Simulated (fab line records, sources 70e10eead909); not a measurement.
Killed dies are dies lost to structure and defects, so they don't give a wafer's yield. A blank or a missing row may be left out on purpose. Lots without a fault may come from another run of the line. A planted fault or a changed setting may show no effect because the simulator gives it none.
Which tool did it? | flow nand_harc | 14 lots, 42 wafers sampled, at 5 steps of a route of 1159

WHAT THE GAUGES READ, wafer by wafer
NHARC_THIN_TSV_CD_MEAS_16. Usual: cd_nm 1000.5 nm, standard deviation 1.5.
lot  | measured     | on        | cd_nm (nm)           | flag
L636 | day 18 12:17 | cd_sem-02 | 998.3 1000.5 999.4   |
L638 | day 18 19:06 | cd_sem-03 | 1004.7 1002.0 1002.8 |
L639 | day 18 18:04 | cd_sem-02 | 1002.5 999.9 999.1   |
L640 | day 19 11:44 | cd_sem-02 | 1000.9 1002.3 1000.6 |
L642 | day 20 13:15 | cd_sem-02 | 999.5 1001.3 1000.2  |
L643 | day 20 11:54 | cd_sem-01 | 1001.6 1004.4 1002.3 |
L646 | day 21 07:03 | cd_sem-01 | 1002.1 1001.7 1001.6 |
L649 | day 21 23:17 | cd_sem-02 | 1001.1 1000.0 1001.0 |
L650 | day 23 07:52 | cd_sem-01 | 1001.2 1001.6 1001.0 |
L652 | day 23 05:29 | cd_sem-02 | 999.9 1003.0 1001.6  |
L654 | day 22 18:49 | cd_sem-02 | 998.8 1002.4 999.1   |
L655 | day 23 06:41 | cd_sem-02 | 1001.8 999.6 999.7   |
L656 | day 23 17:50 | cd_sem-02 | 999.2 999.1 1000.4   |
L657 | day 23 19:02 | cd_sem-03 | 998.5 999.3 1000.0   |

NHARC_END_SORT_01. Usual: killed_at_array 27, standard deviation 11; killed_at_other 0.8, standard deviation 1.1; killed_at_periphery 2.8, standard deviation 1.9; killed_dies 30, standard deviation 11; killed_open 3.3, standard deviation 1.8; killed_short 2.3, standard deviation 1.5.
lot  | measured     | on        | killed_at_array | killed_at_other | killed_at_periphery | killed_dies | killed_open | killed_short | flag
L642 | day 21 03:22 | prober-02 | 35 26 30        | 2 1 2           | 640 650 645         | 677 677 677 | 3 5 4       | 4 1 3        | OFF
L643 | day 21 02:32 | prober-01 | 15 19 9         | 0 0 2           | 662 658 666         | 677 677 677 | 4 4 3       | 2 3 2        | OFF
L650 | day 24 00:11 | prober-01 | 18 21 26        | 0 0 1           | 2 2 1               | 20 23 28    | 1 2 4       | 4 6 6        |

WHICH TOOL RAN EACH LOT (tool, then ch and the chambers of the sampled wafers, then the start)
lot  | NHARC_P_ZERO_WELL_EXPOSE_34      | NHARC_A_BONDPAD_PVD_17                  | NHARC_A_BONDPAD_ANNEAL_28
L636 | krf_scanner-03 ch 0, day 1 16:05 | pvd_sputter-01, day 17 18:52 or earlier | rtp_anneal-02 ch 0, day 17 18:52
L638 | krf_scanner-04 ch 0, day 2 04:09 | pvd_sputter-03, day 18 06:27 or earlier | rtp_anneal-02 ch 0, day 18 06:27
L639 | krf_scanner-03 ch 0, day 2 09:55 | pvd_sputter-01, day 18 03:21 or earlier | rtp_anneal-02 ch 0, day 18 03:21
L640 | krf_scanner-03 ch 0, day 2 15:52 | pvd_sputter-01, day 18 20:14 or earlier | rtp_anneal-02 ch 0, day 18 20:14
L642 | krf_scanner-03 ch 0, day 3 04:05 | pvd_sputter-02, day 19 21:34 or earlier | rtp_anneal-01 ch 0, day 19 21:34
L643 | krf_scanner-03 ch 0, day 3 09:52 | pvd_sputter-02, day 19 22:13 or earlier | rtp_anneal-02 ch 0, day 19 22:13
L646 | krf_scanner-04 ch 0, day 4 03:50 | pvd_sputter-02, day 20 15:17 or earlier | rtp_anneal-02 ch 0, day 20 15:17
L649 | krf_scanner-02 ch 0, day 4 21:53 | pvd_sputter-03, day 21 09:07 or earlier | rtp_anneal-02 ch 0, day 21 09:07
L650 | krf_scanner-02 ch 0, day 5 03:55 | pvd_sputter-03, day 22 13:26 or earlier | rtp_anneal-01 ch 0, day 22 13:26
L652 | krf_scanner-02 ch 0, day 5 15:58 | pvd_sputter-03, day 22 16:34 or earlier | rtp_anneal-01 ch 0, day 22 16:34
L654 | krf_scanner-04 ch 0, day 6 04:00 | pvd_sputter-01, day 22 02:55 or earlier | rtp_anneal-01 ch 0, day 22 02:55
L655 | krf_scanner-02 ch 0, day 6 10:09 | pvd_sputter-02, day 22 14:00 or earlier | rtp_anneal-02 ch 0, day 22 14:00
L656 | krf_scanner-04 ch 0, day 6 15:58 | pvd_sputter-03, day 23 03:31 or earlier | rtp_anneal-02 ch 0, day 23 03:31
L657 | krf_scanner-02 ch 0, day 6 22:10 | pvd_sputter-01, day 23 04:58 or earlier | rtp_anneal-01 ch 0, day 23 04:58
- NHARC_P_ZERO_WELL_EXPOSE_34: exposes mask P PWELL, target cd 720 nm.
- NHARC_A_BONDPAD_PVD_17: deposits TaN, target thk 5 nm, time 8.06 s.
- NHARC_A_BONDPAD_ANNEAL_28: time 90 s.

WHAT THE TOOLS THEMSELVES READ (means of the sampled wafers that have a number; where no wafer has one, the mark that the record gives instead)
NHARC_A_BONDPAD_PVD_17. Usual: throttle_valve_pct 30.1 %, standard deviation 1.
lot  | tool           | throttle_valve_pct (%) | flag
L636 | pvd_sputter-01 | 29.7                   |
L638 | pvd_sputter-03 | 30.3                   |
L639 | pvd_sputter-01 | 29.6                   |
L640 | pvd_sputter-01 | 29.5                   |
L642 | pvd_sputter-02 | 30.0                   |
L643 | pvd_sputter-02 | 30.6                   |
L646 | pvd_sputter-02 | 30.0                   |
L649 | pvd_sputter-03 | 30.6                   |
L650 | pvd_sputter-03 | 29.7                   |
L652 | pvd_sputter-03 | 29.8                   |
L654 | pvd_sputter-01 | 30.6                   |
L655 | pvd_sputter-02 | 30.7                   |
L656 | pvd_sputter-03 | 30.2                   |
L657 | pvd_sputter-01 | 29.4                   |

NHARC_A_BONDPAD_ANNEAL_28. Usual: wafer_temp_C_max 226.2, standard deviation 0.31.
lot  | tool          | wafer_temp_C_max | flag
L636 | rtp_anneal-02 | 226.3            |
L638 | rtp_anneal-02 | 226.2            |
L639 | rtp_anneal-02 | 226.4            |
L640 | rtp_anneal-02 | 226.5            |
L642 | rtp_anneal-01 | 226.1            |
L643 | rtp_anneal-02 | 226.4            |
L646 | rtp_anneal-02 | 226.1            |
L649 | rtp_anneal-02 | 226.4            |
L650 | rtp_anneal-01 | 225.9            |
L652 | rtp_anneal-01 | 226.0            |
L654 | rtp_anneal-01 | 225.9            |
L655 | rtp_anneal-02 | 226.3            |
L656 | rtp_anneal-02 | 226.2            |
L657 | rtp_anneal-01 | 226.0            |

THE ANSWER, worked out from the rows above alone
Rule: a lot is off if the mean of its wafers that have a number lies more than 3 standard deviations from the usual mean. A lot without any number at a reading at which 4 lots or more have one is off too. The other lots that the step has rows for count as sound. The gauges are gone through in route order, then the tools' own readings, and for those a lot's mean is taken as printed above. The first step at which some lot is off is used, and at that step the reading that is off furthest; a lot without a number counts as furthest.
Off: L642, L643, at NHARC_END_SORT_01 (killed_at_periphery). Neither off nor sound, because the step has no rows for them: L636, L638, L639, L640, L646, L649, L652, L654, L655, L656, L657.
A tool fits if, at a process step before that reading, it ran every lot that is off, and no sound lot after the first of them. The gauges at NHARC_END_SORT_01 are tried like those tools. NHARC_A_BONDPAD_PVD_17 gives no start for some lots, so the hours and the order of its lots are those of NHARC_A_BONDPAD_ANNEAL_28. Can't be told from this: 2 tools fit, krf_scanner-03 at NHARC_P_ZERO_WELL_EXPOSE_34, pvd_sputter-02 at NHARC_A_BONDPAD_PVD_17.

WHAT THE SIMULATOR HAD PUT IN
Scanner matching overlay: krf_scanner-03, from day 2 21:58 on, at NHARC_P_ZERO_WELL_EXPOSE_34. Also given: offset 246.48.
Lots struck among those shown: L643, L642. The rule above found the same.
